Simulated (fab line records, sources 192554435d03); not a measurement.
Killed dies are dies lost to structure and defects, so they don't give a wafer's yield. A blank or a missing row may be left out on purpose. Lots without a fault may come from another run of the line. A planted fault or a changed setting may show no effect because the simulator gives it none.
Chamber matching | flow n5_finfet | N5_BEOL_M0_SAQP_ETCH_88 on rie_diel-05: 4 sister chambers
The step etches underlayer in N2/H2, target depth 6.5 nm, time 5.2 s. 20 wafers are shown with their chamber, then 10 later ones without.

WAFERS WITH THEIR CHAMBER
wafer  | chamber | drypump_motor_current_A (A) | showerhead_plenum_p_Torr (Torr) | oes_product_au (a.u.)
L075.2 | 0       | 5.6                         | 2.52                            | 0.62
L075.4 | 2       | 4.9                         | 2.60                            | 0.77
L075.6 | 3       | 6.1                         | 2.56                            | 0.67
L078.2 | 2       | 4.8                         | 2.59                            | 0.76
L078.4 | 3       | 6.1                         | 2.56                            | 0.67
L078.5 | 2       | 4.9                         | 2.59                            | 0.77
L080.1 | 0       | 5.6                         | 2.52                            | 0.61
L080.3 | 2       | 4.9                         | 2.59                            | 0.75
L080.6 | 2       | 4.8                         | 2.59                            | 0.76
L081.3 | 3       | 6.1                         | 2.56                            | 0.66
L081.4 | 2       | 4.8                         | 2.59                            | 0.76
L081.5 | 3       | 6.1                         | 2.56                            | 0.67
L082.2 | 3       | 6.1                         | 2.56                            | 0.67
L082.3 | 0       | 5.6                         | 2.52                            | 0.61
L082.5 | 2       | 4.9                         | 2.59                            | 0.75
L083.1 | 1       | 6.5                         | 2.49                            | 0.82
L083.5 | 2       | 4.9                         | 2.59                            | 0.76
L083.6 | 1       | 6.5                         | 2.49                            | 0.84
L084.1 | 1       | 6.5                         | 2.49                            | 0.83
L084.3 | 0       | 5.6                         | 2.52                            | 0.60

SIGNATURES (means of the wafers above)
reading                  | chamber 0 | chamber 1 | chamber 2 | chamber 3 | scatter within a chamber
drypump_motor_current_A  | 5.600     | 6.500     | 4.862     | 6.100     | 0.0342
showerhead_plenum_p_Torr | 2.5200    | 2.4900    | 2.5913    | 2.5600    | 0.00234
oes_product_au           | 0.6100    | 0.8300    | 0.7600    | 0.6680    | 0.00742
Rule: a wafer's distance from a chamber is the root of the sum, over the readings, of the square of ((its reading less the chamber's mean) divided by the reading's scatter). The wafer belongs to the nearest chamber; if the next one is less than 2 further off, it can't be placed. The scatter: the root of (the sum of the squares of (reading less its chamber's mean) over the shown wafers, divided by (wafers less chambers)).

WAFERS WITHOUT THEIR CHAMBER
wafer  | drypump_motor_current_A (A) | showerhead_plenum_p_Torr (Torr) | oes_product_au (a.u.)
L084.6 | 4.8                         | 2.59                            | 0.74
L093.1 | 4.9                         | 2.58                            | 0.72
L093.4 | 6.5                         | 2.49                            | 0.77
L093.5 | 4.9                         | 2.58                            | 0.72
L094.1 | 5.6                         | 2.51                            | 0.59
L094.5 | 6.1                         | 2.55                            | 0.64
L094.6 | 5.6                         | 2.51                            | 0.60
L095.2 | 6.5                         | 2.48                            | 0.76
L095.3 | 4.9                         | 2.58                            | 0.72
L095.5 | 4.9                         | 2.58                            | 0.72

WHICH CHAMBER EACH WENT THROUGH
wafer  | from the rows above | in truth
L084.6 | 2                   | 2
L093.1 | 2                   | 2
L093.4 | 1                   | 1
L093.5 | 2                   | 2
L094.1 | 0                   | 0
L094.5 | 3                   | 3
L094.6 | 0                   | 0
L095.2 | 1                   | 1
L095.3 | 2                   | 2
L095.5 | 2                   | 2
Placed correctly: 10 of 10. Can't be placed from these rows: 0. Placed wrongly: 0.
